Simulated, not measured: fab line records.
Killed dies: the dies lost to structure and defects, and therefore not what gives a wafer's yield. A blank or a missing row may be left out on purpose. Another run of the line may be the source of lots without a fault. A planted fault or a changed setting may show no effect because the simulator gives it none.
Code-filled problem report in 8D (eight disciplines) form    flow n5_finfet    the parts of the form that need people (team, actions taken, sign-off) are left out

## 1. THE PROBLEM
EOT_P at N5_BEOL_M4_RC_MEAS_101 reads a mean of 11.65 on 3 wafers of 2 lots; wafers without a fault read 10.47 with a standard deviation of 0.08. Measured from the usual mean, that is +15 standard deviations.
Seen first at day 12 12:38 on prober-02, wafer L565.1. The record has a number at this step for 27 wafers belonging to 9 lots. By rule, "out" or "out of limits" means more than 4 standard deviations away from the usual mean. Any other wafer with a number is counted as sound.

## 2. WHAT THIS IS AND IS NOT
question                     is                              is not
which readings at this step  EOT_P, EOT_N, IGATE_N, IGATE_P  ION_P, SS_N, VT_N, VT_P
which lots                   L565, L567                      L549, L551, L552, L553, L554, L556, L561
which wafers of those lots   L565.1, L565.4, L567.1          L565.5, L567.3, L567.5
read on which gauges         prober-02                       prober-01
when                         from day 12 12:38               up to then (22 sound wafers); but 2 sound wafers of L567 came after

## 3. SUSPECTS, AND WHAT RULES EACH OUT
Counting: if a tool at a process step up to the reading ran every lot that is out, it stays a suspect. Sound lots after the first of them don't rule it out here, since some wafers of a struck lot are sound.
- the gauge at N5_BEOL_M4_RC_MEAS_101: kept. All the wafers that are out were read on prober-02, and no step on other tools shows them out.
- ald_sin-01 at N5_DUMMY_GATE_ALD_02 (deposits SiO2, target thk 2 nm, pulse time 1 s): kept. It processed each lot that is out (first: L565, day 6 12:42); up to then, its last sound lot is L561 (day 5 19:41).
After counting, ald_sin-01 at N5_DUMMY_GATE_ALD_02 and prober-02 at N5_BEOL_M4_RC_MEAS_101 remain.

## 4. THE CAUSE (what the simulator had put in)
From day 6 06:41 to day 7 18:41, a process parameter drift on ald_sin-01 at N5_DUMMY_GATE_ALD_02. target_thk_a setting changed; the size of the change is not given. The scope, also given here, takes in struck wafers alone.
Of the 2 suspects that counting leaves, this tool is one.

## 5. SEQUENCE OF EFFECTS, ordered by route
One row per reading whose mean, taken over the struck wafers that have a number, lies over 3 standard deviations from the usual. Readings are gone through only where the record gives a usual standard deviation; hours: the median, over the lots, of the time from a lot's start at the first step in this table giving one to that lot's start at this step; sigmas: the change measured in usual standard deviations.
hours  step                    reading  usual         on struck wafers  change   sigmas
0      N5_BEOL_M4_RC_MEAS_101  EOT_N    10.51         11.69             +1.18    +14
0      N5_BEOL_M4_RC_MEAS_101  EOT_P    10.47         11.65             +1.18    +15
0      N5_BEOL_M4_RC_MEAS_101  IGATE_N  0.0127 nA/um  0.0039            -0.0088  -4.9
0      N5_BEOL_M4_RC_MEAS_101  IGATE_P  0.0038 nA/um  0.0011            -0.0027  -5.1

## 6. HOW IT WOULD HAVE BEEN CAUGHT EARLIER
Counted from the fault's start at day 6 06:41, it took 150 hours until the first out-of-limits reading at a measuring or inspecting step in this record, taken at day 12 12:38.
Tool readings at N5_DUMMY_GATE_ALD_02 with a usual standard deviation given in the record: none out on any struck wafer, hence no alarm at a limit of 4 standard deviations on them.
The start of N5_DUMMY_GATE_ALD_02 on ald_sin-01 came by day 12 12:38 for every one of the lots that are out (2). None of them would have been spared by holding the tool at that moment.
